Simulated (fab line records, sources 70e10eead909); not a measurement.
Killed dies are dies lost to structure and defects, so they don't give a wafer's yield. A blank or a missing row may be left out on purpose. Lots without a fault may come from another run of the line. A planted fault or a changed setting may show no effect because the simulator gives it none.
Chamber matching | flow nand_harc | NHARC_A_WL_FILL_CMP_12 on cmp-03: 4 sister chambers
The step polishes, t overpolish 30 s, target thk 100 nm. 8 wafers are shown with their chamber, then 8 later ones without.

WAFERS WITH THEIR CHAMBER
wafer  | chamber | motor_current_A (A) | time_to_endpoint_s (s)
L949.3 | 3       | 10.6                | 16
L956.3 | 2       | 11.3                | 23
L956.5 | 0       | 11.2                | 14
L960.5 | 2       | 10.5                | 20
L961.1 | 1       | 10.4                | 17
L961.4 | 3       | 10.6                | 20
L961.5 | 0       | 11.4                | 16
L963.2 | 1       | 10.2                | 14

WAFERS WITHOUT THEIR CHAMBER
wafer  | motor_current_A (A) | time_to_endpoint_s (s)
L963.3 | 11.1                | 17
L963.4 | 10.9                | 20
L965.1 | 10.6                | 16
L965.4 | 11.2                | 18
L965.6 | 11.5                | 14
L967.1 | 11.0                | 20
L967.3 | 11.2                | 12
L967.6 | 10.5                | 17

WHICH CHAMBER EACH WENT THROUGH
wafer  | from the rows above               | in truth
L963.3 | can't be placed: 0 or 3 or 2 or 1 | 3
L963.4 | can't be placed: 2 or 3 or 0      | 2
L965.1 | can't be placed: 3 or 1 or 0 or 2 | 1
L965.4 | can't be placed: 0 or 2 or 3 or 1 | 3
L965.6 | 0                                 | 0
L967.1 | can't be placed: 2 or 3 or 0      | 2
L967.3 | can't be placed: 0 or 1 or 3      | 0
L967.6 | can't be placed: 3 or 1 or 2      | 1
Placed correctly: 1 of 8. Can't be placed from these rows: 7 (the true chamber is among the candidates in 7). Placed wrongly: 0.
How it was worked out, from the rows above alone: a wafer's distance from a chamber is the root of the sum, over the readings, of the square of ((its reading less the chamber's mean) divided by the reading's scatter). The wafer belongs to the nearest chamber; if the next one is less than 2 further off, it can't be placed. A chamber's mean is the mean of its shown wafers. The scatter: the root of (the sum of the squares of (reading less its chamber's mean) over the shown wafers, divided by (wafers less chambers)).
